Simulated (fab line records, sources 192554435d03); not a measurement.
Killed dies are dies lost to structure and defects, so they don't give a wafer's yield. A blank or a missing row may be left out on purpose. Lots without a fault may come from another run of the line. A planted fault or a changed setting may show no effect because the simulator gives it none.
One fault seen from 2 desks | flow n5_finfet | each desk has only its own numbers; what lay behind them comes last

THE METROLOGY DESK
What the gauges read, lot by lot, whatever tool the lot ran on: means of the sampled wafers that have a number. A lot is out of limits, marked OUT, if its mean lies more than 4 standard deviations from the usual mean; the brackets give that distance. Of its 10 readings 7 are shown: those that lie furthest out on some lot.
Columns: A = DIBL_N at N5_BEOL_M4_RC_MEAS_101, usual 35.8 mV/V; B = DIBL_P at N5_BEOL_M4_RC_MEAS_101, usual 35.6 mV/V; C = IOFF_N at N5_BEOL_M4_RC_MEAS_101, usual 0.15 nA/um; D = IOFF_P at N5_BEOL_M4_RC_MEAS_101, usual 0.20 nA/um; E = ION_N at N5_BEOL_M4_RC_MEAS_101, usual 668 uA/um; F = VT_N at N5_BEOL_M4_RC_MEAS_101, usual 250 mV; G = VT_P at N5_BEOL_M4_RC_MEAS_101, usual -251 mV
lot  | first seen here | A    | B    | C    | D    | E   | F   | G
L276 | day 13 18:17    | 35.6 | 36.2 | 0.15 | 0.21 | 664 | 251 | -251
L279 | day 14 04:38    | 34.3 | 33.5 | 0.12 | 0.17 | 664 | 253 | -253
L285 | day 14 20:29    | 34.1 | 33.9 | 0.12 | 0.18 | 653 | 253 | -252
L275 | day 15 11:46    | 36.0 | 36.4 | 0.16 | 0.23 | 669 | 251 | -249
L290 | day 18 06:29    | 35.7 | 35.3 | 0.16 | 0.21 | 664 | 251 | -250
L294 | day 19 03:01    | 39.1 | 39.7 | 0.24 | 0.28 | 699 | 243 | -247
L296 | day 19 04:44    | 35.8 | 35.5 | 0.14 | 0.20 | 659 | 252 | -251
L297 | day 20 05:26    | 35.0 | 34.0 | 0.13 | 0.18 | 664 | 251 | -252
L298 | day 20 12:02    | 38.3 | 39.5 | 0.23 | 0.28 | 696 | 244 | -244
This desk's finding: nothing out of limits on any of the 9 lots.

THE TOOL OWNER'S DESK: ald_sin-01
The tool's own readings at N5_MOL_CONTACT_COAG_ALD_133 (deposits SiO2, target thk 5 nm, pulse time 1 s, co reactant pulse time 1 s): means of the sampled wafers that have a number, for each lot that ran on this tool. A lot is out of limits, marked OUT, if its mean lies more than 4 standard deviations from the usual mean; the brackets give that distance.
Columns: A = heater_power_w at N5_MOL_CONTACT_COAG_ALD_133, usual 80 W; B = precursor_pulse_height_rel at N5_MOL_CONTACT_COAG_ALD_133, usual 0.998
lot  | first seen here | A  | B
L275 | day 5 07:22     | 86 | 0.983
L279 | day 6 05:44     | 84 | 0.991
L290 | day 9 03:52     | 93 | 0.992
L294 | day 9 23:46     | 88 | 1.022
L295 | day 10 13:23    | 91 | 0.969
L296 | day 10 14:05    | 80 | 1.006
This desk's finding: nothing out of limits on any of the 6 lots.

PUT TOGETHER
The metrology desk saw nothing out of limits.
The tool owner's desk saw nothing out of limits.

WHAT THE SIMULATOR HAD PUT IN
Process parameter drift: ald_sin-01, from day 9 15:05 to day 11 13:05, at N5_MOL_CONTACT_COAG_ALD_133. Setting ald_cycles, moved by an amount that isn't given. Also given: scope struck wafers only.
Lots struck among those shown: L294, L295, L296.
